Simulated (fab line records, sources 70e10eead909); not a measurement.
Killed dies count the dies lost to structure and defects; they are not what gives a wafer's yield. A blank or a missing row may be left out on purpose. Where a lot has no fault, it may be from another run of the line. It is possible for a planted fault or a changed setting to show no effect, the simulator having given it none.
Which of the tools did it? || flow nand harc || 13 lots, 39 wafers sampled, at 5 steps of a route of 1302

== WHAT THE GAUGES SHOWED, per wafer ==
NHARC_P_M0_OVL_MEAS_10: pitch 180 nm.
{"lot": "L595", "measured": "day 5 20:37", "on": "overlay-01", "overlay x nm (nm)": "-0.9 -1.4 -1.1", "overlay y nm (nm)": "-0.2 -0.2 -0.3"}
{"lot": "L598", "measured": "day 7 07:34", "on": "overlay-01", "overlay x nm (nm)": "0.0 -0.2 0.1", "overlay y nm (nm)": "0.8 0.8 0.7"}
{"lot": "L599", "measured": "day 7 15:56", "on": "overlay-02", "overlay x nm (nm)": "-0.5 -0.5 0.3", "overlay y nm (nm)": "-1.5 -1.3 -1.2"}
{"lot": "L601", "measured": "day 8 16:56", "on": "overlay-01", "overlay x nm (nm)": "0.6 1.1 1.2", "overlay y nm (nm)": "1.5 1.5 1.5"}
{"lot": "L603", "measured": "day 9 10:47", "on": "overlay-02", "overlay x nm (nm)": "-1.7 -1.9 -1.8", "overlay y nm (nm)": "0.0 -0.5 -0.2"}
{"lot": "L606", "measured": "day 10 16:07", "on": "overlay-01", "overlay x nm (nm)": "-0.5 -0.1 -0.8", "overlay y nm (nm)": "-0.7 -0.1 -0.3"}
{"lot": "L605", "measured": "day 10 16:23", "on": "overlay-02", "overlay x nm (nm)": "-0.5 -0.1 -1.0", "overlay y nm (nm)": "-0.4 -0.3 -0.9"}
{"lot": "L607", "measured": "day 11 02:44", "on": "overlay-02", "overlay x nm (nm)": "1.0 0.5 0.4", "overlay y nm (nm)": "1.3 1.7 1.2"}
{"lot": "L609", "measured": "day 11 23:50", "on": "overlay-01", "overlay x nm (nm)": "2.3 1.7 1.7", "overlay y nm (nm)": "-1.0 -0.9 -0.8"}
{"lot": "L610", "measured": "day 12 12:07", "on": "overlay-02", "overlay x nm (nm)": "1.2 0.7 1.0", "overlay y nm (nm)": "0.4 1.3 0.9"}
{"lot": "L617", "measured": "day 15 08:20", "on": "overlay-02", "overlay x nm (nm)": "1.3 1.7 1.3", "overlay y nm (nm)": "-0.1 0.0 -0.6"}

NHARC_END_SORT_01.
{"lot": "L595", "measured": "day 23 19:10", "on": "prober-01", "killed at array": "40 55 46", "killed at other": "1 2 2", "killed at periphery": "4 2 3", "killed dies": "45 59 51", "killed open": "4 2 2", "killed short": "2 3 2"}
{"lot": "L598", "measured": "day 24 23:22", "on": "prober-01", "killed at array": "61 49 58", "killed at other": "0 0 0", "killed at periphery": "10 6 12", "killed dies": "71 55 70", "killed open": "6 4 7", "killed short": "2 3 3"}
{"lot": "L599", "measured": "day 25 16:16", "on": "prober-01", "killed at array": "61 70 61", "killed at other": "0 0 0", "killed at periphery": "4 3 1", "killed dies": "65 73 62", "killed open": "3 3 3", "killed short": "3 3 1"}
{"lot": "L601", "measured": "day 27 17:07", "on": "prober-01", "killed at array": "51 65 60", "killed at other": "1 1 1", "killed at periphery": "4 5 3", "killed dies": "56 71 64", "killed open": "4 7 4", "killed short": "1 1 1"}
{"lot": "L603", "measured": "day 27 09:13", "on": "prober-01", "killed at array": "104 82 108", "killed at other": "0 1 1", "killed at periphery": "3 2 0", "killed dies": "107 85 109", "killed open": "1 4 5", "killed short": "4 2 1"}
{"lot": "L606", "measured": "day 28 14:54", "on": "prober-02", "killed at array": "58 52 46", "killed at other": "1 1 2", "killed at periphery": "3 6 10", "killed dies": "62 59 58", "killed open": "3 1 6", "killed short": "4 3 4"}
{"lot": "L605", "measured": "day 29 11:46", "on": "prober-02", "killed at array": "37 31 49", "killed at other": "0 1 1", "killed at periphery": "5 3 5", "killed dies": "42 35 55", "killed open": "4 5 6", "killed short": "2 0 4"}
{"lot": "L607", "measured": "day 29 21:49", "on": "prober-01", "killed at array": "26 21 20", "killed at other": "1 0 0", "killed at periphery": "1 2 5", "killed dies": "28 23 25", "killed open": "3 4 2", "killed short": "3 3 1"}
{"lot": "L609", "measured": "day 30 23:10", "on": "prober-02", "killed at array": "52 43 38", "killed at other": "1 0 5", "killed at periphery": "9 1 2", "killed dies": "62 44 45", "killed open": "2 0 0", "killed short": "3 4 2"}
{"lot": "L610", "measured": "day 30 09:19", "on": "prober-02", "killed at array": "79 75 81", "killed at other": "0 0 0", "killed at periphery": "4 6 0", "killed dies": "83 81 81", "killed open": "4 3 1", "killed short": "2 0 2"}
{"lot": "L613", "measured": "day 32 15:43", "on": "prober-01", "killed at array": "46 59 46", "killed at other": "2 1 0", "killed at periphery": "629 617 631", "killed dies": "677 677 677", "killed open": "3 5 3", "killed short": "3 2 1"}
{"lot": "L616", "measured": "day 32 23:50", "on": "prober-02", "killed at array": "36 40 46", "killed at other": "0 0 0", "killed at periphery": "641 637 631", "killed dies": "677 677 677", "killed open": "2 6 5", "killed short": "0 2 3"}
{"lot": "L617", "measured": "day 33 13:15", "on": "prober-02", "killed at array": "29 20 17", "killed at other": "1 0 1", "killed at periphery": "5 4 2", "killed dies": "35 24 20", "killed open": "7 3 5", "killed short": "3 4 2"}

== WHAT TOOL EACH LOT RAN ON (gives the tool, then ch and the chambers of the sampled wafers, and finally the start) ==
{"lot": "L595", "NHARC_P_CONTACT_CMP_01": "cmp-01 ch 0,1,3, day 5 15:35", "NHARC_P_CONTACT_ETCH_18": "rie diel-13 ch 0,1,3, day 5 18:29 or earlier", "NHARC_P_CONTACT_ALD_22": "ald metal-02 ch 1,2,3, day 5 18:29"}
{"lot": "L598", "NHARC_P_CONTACT_CMP_01": "cmp-01 ch 0,1,2, day 7 02:32", "NHARC_P_CONTACT_ETCH_18": "rie diel-13 ch 1,2, day 7 05:20 or earlier", "NHARC_P_CONTACT_ALD_22": "ald metal-03 ch 1,2,3, day 7 05:20"}
{"lot": "L599", "NHARC_P_CONTACT_CMP_01": "cmp-03 ch 0,1,3, day 7 11:07", "NHARC_P_CONTACT_ETCH_18": "rie diel-03 ch 0,2,3, day 7 13:50 or earlier", "NHARC_P_CONTACT_ALD_22": "ald metal-04 ch 1,3, day 7 13:50"}
{"lot": "L601", "NHARC_P_CONTACT_CMP_01": "cmp-04 ch 1,2,3, day 8 12:01", "NHARC_P_CONTACT_ETCH_18": "rie diel-13 ch 1,2,3, day 8 14:42 or earlier", "NHARC_P_CONTACT_ALD_22": "ald metal-03 ch 0,1,2, day 8 14:42"}
{"lot": "L603", "NHARC_P_CONTACT_CMP_01": "cmp-04 ch 1,2, day 9 05:41", "NHARC_P_CONTACT_ETCH_18": "rie diel-02 ch 0,1, day 9 08:32 or earlier", "NHARC_P_CONTACT_ALD_22": "ald metal-02 ch 1,3, day 9 08:32"}
{"lot": "L606", "NHARC_P_CONTACT_CMP_01": "cmp-04 ch 1,2,3, day 10 10:53", "NHARC_P_CONTACT_ETCH_18": "rie diel-03 ch 0,1,3, day 10 13:44 or earlier", "NHARC_P_CONTACT_ALD_22": "ald metal-02 ch 0,1,2, day 10 13:44"}
{"lot": "L605", "NHARC_P_CONTACT_CMP_01": "cmp-03 ch 0,3, day 10 11:16", "NHARC_P_CONTACT_ETCH_18": "rie diel-13 ch 2,3, day 10 14:07 or earlier", "NHARC_P_CONTACT_ALD_22": "ald metal-04 ch 0,1, day 10 14:07"}
{"lot": "L607", "NHARC_P_CONTACT_CMP_01": "cmp-01 ch 1,2, day 10 21:41", "NHARC_P_CONTACT_ETCH_18": "rie diel-02 ch 0,1, day 11 00:29 or earlier", "NHARC_P_CONTACT_ALD_22": "ald metal-04 ch 1,2, day 11 00:29"}
{"lot": "L609", "NHARC_P_CONTACT_CMP_01": "cmp-03 ch 0,2,3, day 11 18:55", "NHARC_P_CONTACT_ETCH_18": "rie diel-02 ch 1,2,3, day 11 21:38 or earlier", "NHARC_P_CONTACT_ALD_22": "ald metal-03 ch 0,1,3, day 11 21:38"}
{"lot": "L610", "NHARC_P_CONTACT_CMP_01": "cmp-03 ch 1,2,3, day 12 07:04", "NHARC_P_CONTACT_ETCH_18": "rie diel-03 ch 0,1,3, day 12 09:52 or earlier", "NHARC_P_CONTACT_ALD_22": "ald metal-03 ch 2,3, day 12 09:52"}
{"lot": "L613", "NHARC_P_CONTACT_CMP_01": "cmp-03 ch 0,1,2, day 13 12:16", "NHARC_P_CONTACT_ETCH_18": "rie diel-02 ch 1,2,3, day 13 15:07 or earlier", "NHARC_P_CONTACT_ALD_22": "ald metal-03 ch 1,2,3, day 13 15:07"}
{"lot": "L616", "NHARC_P_CONTACT_CMP_01": "cmp-03 ch 1,2,3, day 14 11:42", "NHARC_P_CONTACT_ETCH_18": "rie diel-02 ch 0,1, day 14 14:25 or earlier", "NHARC_P_CONTACT_ALD_22": "ald metal-03 ch 0,1,3, day 14 14:25"}
{"lot": "L617", "NHARC_P_CONTACT_CMP_01": "cmp-04 ch 0,1,2, day 15 03:32", "NHARC_P_CONTACT_ETCH_18": "rie diel-13 ch 0,2,3, day 15 06:14 or earlier", "NHARC_P_CONTACT_ALD_22": "ald metal-02 ch 0,2, day 15 06:14"}
- NHARC_P_CONTACT_CMP_01: polishes SiO2, target thk 200 nm.
- NHARC_P_CONTACT_ETCH_18: etches the open film in C4F8/O2/Ar, target depth 481 nm, time 240.5 s.
- NHARC_P_CONTACT_ALD_22: deposits TiN, target thk 3 nm, pulse time 1 s, ald cycles 150.

== WHAT THE TOOLS THEMSELVES READ (means of the sampled wafers that have a number; where no wafer has one, the mark that the record gives instead) ==
NHARC_P_CONTACT_CMP_01.
{"lot": "L595", "tool": "cmp-01", "motor current A (A)": 10.6}
{"lot": "L598", "tool": "cmp-01", "motor current A (A)": 11.0}
{"lot": "L599", "tool": "cmp-03", "motor current A (A)": 12.2}
{"lot": "L601", "tool": "cmp-04", "motor current A (A)": 12.2}
{"lot": "L603", "tool": "cmp-04", "motor current A (A)": 11.3}
{"lot": "L606", "tool": "cmp-04", "motor current A (A)": 12.4}
{"lot": "L605", "tool": "cmp-03", "motor current A (A)": 12.5}
{"lot": "L607", "tool": "cmp-01", "motor current A (A)": 11.0}
{"lot": "L609", "tool": "cmp-03", "motor current A (A)": 12.1}
{"lot": "L610", "tool": "cmp-03", "motor current A (A)": 11.7}
{"lot": "L613", "tool": "cmp-03", "motor current A (A)": 11.5}
{"lot": "L616", "tool": "cmp-03", "motor current A (A)": 11.7}
{"lot": "L617", "tool": "cmp-04", "motor current A (A)": 11.9}

NHARC_P_CONTACT_ETCH_18.
{"lot": "L595", "tool": "rie diel-13", "oes product au (a.u.)": 0.954, "rf vpp V (V)": 979}
{"lot": "L598", "tool": "rie diel-13", "oes product au (a.u.)": 0.982, "rf vpp V (V)": 978}
{"lot": "L599", "tool": "rie diel-03", "oes product au (a.u.)": 0.958, "rf vpp V (V)": 972}
{"lot": "L601", "tool": "rie diel-13", "oes product au (a.u.)": 0.984, "rf vpp V (V)": 977}
{"lot": "L603", "tool": "rie diel-02", "oes product au (a.u.)": 0.956, "rf vpp V (V)": 979}
{"lot": "L606", "tool": "rie diel-03", "oes product au (a.u.)": 0.960, "rf vpp V (V)": 971}
{"lot": "L605", "tool": "rie diel-13", "oes product au (a.u.)": 0.977, "rf vpp V (V)": 974}
{"lot": "L607", "tool": "rie diel-02", "oes product au (a.u.)": 0.977, "rf vpp V (V)": 975}
{"lot": "L609", "tool": "rie diel-02", "oes product au (a.u.)": 0.962, "rf vpp V (V)": 976}
{"lot": "L610", "tool": "rie diel-03", "oes product au (a.u.)": 0.965, "rf vpp V (V)": 972}
{"lot": "L613", "tool": "rie diel-02", "oes product au (a.u.)": 0.945, "rf vpp V (V)": 975}
{"lot": "L616", "tool": "rie diel-02", "oes product au (a.u.)": 0.923, "rf vpp V (V)": 974}
{"lot": "L617", "tool": "rie diel-13", "oes product au (a.u.)": 0.976, "rf vpp V (V)": 976}

NHARC_P_CONTACT_ALD_22.
{"lot": "L595", "tool": "ald metal-02", "heater power w (W)": 1067, "precursor pulse height rel": 0.986, "susceptor temp C (C)": 449.88}
{"lot": "L598", "tool": "ald metal-03", "heater power w (W)": 1065, "precursor pulse height rel": 0.989, "susceptor temp C (C)": 450.09}
{"lot": "L599", "tool": "ald metal-04", "heater power w (W)": 1143, "precursor pulse height rel": 1.002, "susceptor temp C (C)": 450.05}
{"lot": "L601", "tool": "ald metal-03", "heater power w (W)": 1037, "precursor pulse height rel": 0.991, "susceptor temp C (C)": 450.30}
{"lot": "L603", "tool": "ald metal-02", "heater power w (W)": 1008, "precursor pulse height rel": 0.997, "susceptor temp C (C)": 449.86}
{"lot": "L606", "tool": "ald metal-02", "heater power w (W)": 1071, "precursor pulse height rel": 0.983, "susceptor temp C (C)": 450.43}
{"lot": "L605", "tool": "ald metal-04", "heater power w (W)": 1044, "precursor pulse height rel": 1.010, "susceptor temp C (C)": 449.83}
{"lot": "L607", "tool": "ald metal-04", "heater power w (W)": 1151, "precursor pulse height rel": 1.006, "susceptor temp C (C)": 450.02}
{"lot": "L609", "tool": "ald metal-03", "heater power w (W)": 1002, "precursor pulse height rel": 0.974, "susceptor temp C (C)": 449.88}
{"lot": "L610", "tool": "ald metal-03", "heater power w (W)": 1046, "precursor pulse height rel": 1.018, "susceptor temp C (C)": 449.99}
{"lot": "L613", "tool": "ald metal-03", "heater power w (W)": 1043, "precursor pulse height rel": 0.995, "susceptor temp C (C)": 449.88}
{"lot": "L616", "tool": "ald metal-03", "heater power w (W)": 1011, "precursor pulse height rel": 0.988, "susceptor temp C (C)": 450.07}
{"lot": "L617", "tool": "ald metal-02", "heater power w (W)": 1080, "precursor pulse height rel": 0.994, "susceptor temp C (C)": 450.14}

== THE ANSWER, worked out from the rows above alone ==
Rule: the usual values come from the lots themselves. The widest of any qualifying gaps counts: lots, ordered by their means at a reading, are off when they make up no more than a third of the lots, leave a main group of 4 or more, and stand apart from it by 3 or more times the standard deviation of that group's means. Not used: any main group whose means are identical at the precision the tables above print for the reading. A lot without any number at a reading at which 4 lots or more have one is off too. Any other lot the step has rows for is counted as sound. First the gauges in route order, then the tools' own readings, where a lot's mean is used as printed above. The first step at which some lot is off is used, and at that step the reading that is off furthest; a lot without a number counts as furthest.
Off at NHARC_END_SORT_01 (killed at periphery): L613, L616. The main group has a mean of 4.1 with a standard deviation of 2.
A tool fits if, at a process step before that reading, it ran every lot that is off, and no sound lot after the first of them. The gauges at NHARC_END_SORT_01 are tried like those tools. NHARC_P_CONTACT_ETCH_18 gives no start for some lots, so the hours and the order of its lots are those of NHARC_P_CONTACT_ALD_22. Can't be told from this: 3 tools fit, cmp-03 at NHARC_P_CONTACT_CMP_01, rie diel-02 at NHARC_P_CONTACT_ETCH_18, ald metal-03 at NHARC_P_CONTACT_ALD_22.

== WHAT HAD BEEN PUT IN BY THE SIMULATOR ==
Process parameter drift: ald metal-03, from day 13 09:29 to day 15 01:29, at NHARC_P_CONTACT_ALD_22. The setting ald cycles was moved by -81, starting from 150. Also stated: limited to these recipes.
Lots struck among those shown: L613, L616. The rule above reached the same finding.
